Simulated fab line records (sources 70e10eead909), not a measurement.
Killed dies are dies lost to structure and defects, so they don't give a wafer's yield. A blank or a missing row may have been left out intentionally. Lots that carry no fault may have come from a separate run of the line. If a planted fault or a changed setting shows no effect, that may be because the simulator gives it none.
Which of the tools did it? :: flow nand harc :: Sampling: 24 lots, 72 wafers, 3 of 1302 route steps

== WHAT THE GAUGES SHOWED, per wafer ==
NHARC_A_CONTACT_CD_MEAS_69 targets a cd of 300 nm. Usual: 299.8 nm for cd nm, sd 0.6.
lot: L074
measured: day 22 11:55
on: cd sem-01
cd nm (nm): 299.8 299.3 298.8
flag: 

lot: L076
measured: day 22 13:04
on: cd sem-03
cd nm (nm): 299.3 299.2 300.2
flag: 

lot: L075
measured: day 22 19:26
on: cd sem-01
cd nm (nm): 299.7 299.5 299.0
flag: 

lot: L078
measured: day 24 07:42
on: cd sem-03
cd nm (nm): 299.5 300.1 299.0
flag: 

lot: L079
measured: day 24 16:01
on: cd sem-03
cd nm (nm): 299.8 300.0 299.5
flag: 

lot: L077
measured: day 24 17:49
on: cd sem-03
cd nm (nm): 300.1 299.3 299.9
flag: 

lot: L080
measured: day 24 18:55
on: cd sem-02
cd nm (nm): 299.2 298.8 299.6
flag: 

lot: L081
measured: day 25 03:05
on: cd sem-02
cd nm (nm): 300.0 299.5 300.1
flag: 

lot: L082
measured: day 25 12:44
on: cd sem-02
cd nm (nm): 300.2 300.4 301.0
flag: 

lot: L084
measured: day 26 03:08
on: cd sem-03
cd nm (nm): 299.9 300.0 299.7
flag: 

lot: L083
measured: day 26 06:33
on: cd sem-03
cd nm (nm): 299.8 300.0 300.1
flag: 

lot: L085
measured: day 26 13:39
on: cd sem-02
cd nm (nm): 299.1 300.9 300.2
flag: 

lot: L086
measured: day 26 14:48
on: cd sem-02
cd nm (nm): 301.1 301.1 300.6
flag: 

lot: L087
measured: day 27 09:28
on: cd sem-02
cd nm (nm): 299.2 299.3 300.3
flag: 

lot: L090
measured: day 27 21:19
on: cd sem-02
cd nm (nm): 299.9 299.8 298.9
flag: 

lot: L088
measured: day 28 02:23
on: cd sem-02
cd nm (nm): 298.5 299.7 298.9
flag: 

lot: L089
measured: day 28 09:43
on: cd sem-03
cd nm (nm): 300.0 300.6 299.8
flag: 

lot: L092
measured: day 29 18:34
on: cd sem-02
cd nm (nm): 300.5 299.1 299.6
flag: 

lot: L091
measured: day 30 00:53
on: cd sem-01
cd nm (nm): 298.8 299.9 299.4
flag: 

lot: L093
measured: day 30 04:22
on: cd sem-02
cd nm (nm): 299.2 298.8 298.8
flag: 

lot: L094
measured: day 30 13:17
on: cd sem-03
cd nm (nm): 300.3 300.4 300.2
flag: 

lot: L095
measured: day 30 13:34
on: cd sem-01
cd nm (nm): 299.9 299.9 300.4
flag: 

lot: L097
measured: day 31 01:41
on: cd sem-01
cd nm (nm): 300.3 299.7 300.1
flag: 

lot: L096
measured: day 31 03:36
on: cd sem-02
cd nm (nm): 301.3 299.8 299.8
flag: 

== WHICH TOOL RAN EACH LOT (tool, then ch and the chambers of the sampled wafers, then the start) ==
lot: L074
NHARC_A_CONTACT_ETCH_112: har cap etch-03 ch 0,1, day 22 01:19
NHARC_A_CONTACT_ETCH_118: har cap etch-03 ch 0,1, day 22 02:41

lot: L076
NHARC_A_CONTACT_ETCH_112: har cap etch-02 ch 0,1, day 22 02:22
NHARC_A_CONTACT_ETCH_118: har cap etch-02 ch 0,1, day 22 03:23

lot: L075
NHARC_A_CONTACT_ETCH_112: har cap etch-01 ch 1, day 22 11:26
NHARC_A_CONTACT_ETCH_118: har cap etch-01 ch 1, day 22 12:28

lot: L078
NHARC_A_CONTACT_ETCH_112: har cap etch-01 ch 0, day 23 20:05
NHARC_A_CONTACT_ETCH_118: har cap etch-01 ch 0, day 23 21:07

lot: L079
NHARC_A_CONTACT_ETCH_112: har cap etch-02 ch 0, day 24 00:14
NHARC_A_CONTACT_ETCH_118: har cap etch-02 ch 0, day 24 01:16

lot: L077
NHARC_A_CONTACT_ETCH_112: har cap etch-03 ch 0,1, day 24 00:22
NHARC_A_CONTACT_ETCH_118: har cap etch-03 ch 0,1, day 24 01:23

lot: L080
NHARC_A_CONTACT_ETCH_112: har cap etch-01 ch 0,1, day 24 00:34
NHARC_A_CONTACT_ETCH_118: har cap etch-01 ch 0,1, day 24 01:35

lot: L081
NHARC_A_CONTACT_ETCH_112: har cap etch-03 ch 0,1, day 24 18:05
NHARC_A_CONTACT_ETCH_118: har cap etch-03 ch 0,1, day 24 19:19

lot: L082
NHARC_A_CONTACT_ETCH_112: har cap etch-01 ch 0,1, day 25 04:46
NHARC_A_CONTACT_ETCH_118: har cap etch-01 ch 0,1, day 25 05:47

lot: L084
NHARC_A_CONTACT_ETCH_112: har cap etch-01 ch 0,1, day 25 17:07
NHARC_A_CONTACT_ETCH_118: har cap etch-01 ch 0,1, day 25 18:08

lot: L083
NHARC_A_CONTACT_ETCH_112: har cap etch-03 ch 0,1, day 25 20:31
NHARC_A_CONTACT_ETCH_118: har cap etch-03 ch 0,1, day 25 21:53

lot: L085
NHARC_A_CONTACT_ETCH_112: har cap etch-01 ch 0,1, day 26 05:01
NHARC_A_CONTACT_ETCH_118: har cap etch-01 ch 0,1, day 26 06:04

lot: L086
NHARC_A_CONTACT_ETCH_112: har cap etch-03 ch 0,1, day 26 05:11
NHARC_A_CONTACT_ETCH_118: har cap etch-03 ch 0,1, day 26 06:32

lot: L087
NHARC_A_CONTACT_ETCH_112: har cap etch-03 ch 0,1, day 26 23:07
NHARC_A_CONTACT_ETCH_118: har cap etch-03 ch 0,1, day 27 00:29

lot: L090
NHARC_A_CONTACT_ETCH_112: har cap etch-02 ch 0,1, day 27 10:20
NHARC_A_CONTACT_ETCH_118: har cap etch-02 ch 0,1, day 27 11:22

lot: L088
NHARC_A_CONTACT_ETCH_112: har cap etch-01 ch 0,1, day 27 17:02
NHARC_A_CONTACT_ETCH_118: har cap etch-01 ch 0,1, day 27 18:23

lot: L089
NHARC_A_CONTACT_ETCH_112: har cap etch-01 ch 0,1, day 28 01:50
NHARC_A_CONTACT_ETCH_118: har cap etch-01 ch 0,1, day 28 02:52

lot: L092
NHARC_A_CONTACT_ETCH_112: har cap etch-01 ch 0,1, day 29 09:46
NHARC_A_CONTACT_ETCH_118: har cap etch-01 ch 0,1, day 29 10:47

lot: L091
NHARC_A_CONTACT_ETCH_112: har cap etch-02 ch 0,1, day 29 16:01
NHARC_A_CONTACT_ETCH_118: har cap etch-02 ch 0,1, day 29 17:23

lot: L093
NHARC_A_CONTACT_ETCH_112: har cap etch-03 ch 0,1, day 29 17:55
NHARC_A_CONTACT_ETCH_118: har cap etch-03 ch 0,1, day 29 18:56

lot: L094
NHARC_A_CONTACT_ETCH_112: har cap etch-03 ch 0,1, day 30 03:22
NHARC_A_CONTACT_ETCH_118: har cap etch-03 ch 0,1, day 30 04:23

lot: L095
NHARC_A_CONTACT_ETCH_112: har cap etch-01 ch 0,1, day 30 03:59
NHARC_A_CONTACT_ETCH_118: har cap etch-01 ch 0,1, day 30 05:01

lot: L097
NHARC_A_CONTACT_ETCH_112: har cap etch-01 ch 0,1, day 30 17:17
NHARC_A_CONTACT_ETCH_118: har cap etch-01 ch 0,1, day 30 18:19

lot: L096
NHARC_A_CONTACT_ETCH_112: har cap etch-03 ch 0,1, day 30 19:43
NHARC_A_CONTACT_ETCH_118: har cap etch-03 ch 0,1, day 30 20:44
- NHARC_A_CONTACT_ETCH_112: etches the open film in C4F8/O2/Ar, time 190 s, target depth 1850 nm.
- NHARC_A_CONTACT_ETCH_118: etches the open film in C4F8/O2/Ar, time 190 s, target depth 1850 nm.

== WHAT THE TOOLS THEMSELVES READ (means of the sampled wafers that have a number; where no wafer has one, the mark that the record gives instead) ==
The record holds no such reading with a usual standard deviation.

== THE ANSWER, worked out from the rows above alone ==
Rule: a lot counts as off when the mean over its wafers that have a number is more than 3 standard deviations away from the usual mean. Also off: a lot with no number at a reading for which 4 or more lots have one. Where the step has rows for the other lots, those lots are counted as sound. Order of review: gauges by route order, followed by the tools' own readings, for which a lot's mean as printed above is used. The first step at which some lot is off is used, and at that step the reading that is off furthest; a lot without a number counts as furthest.
Nothing can be told from this: no lot is off at any reading shown.

== WHAT THE SIMULATOR PUT IN ==
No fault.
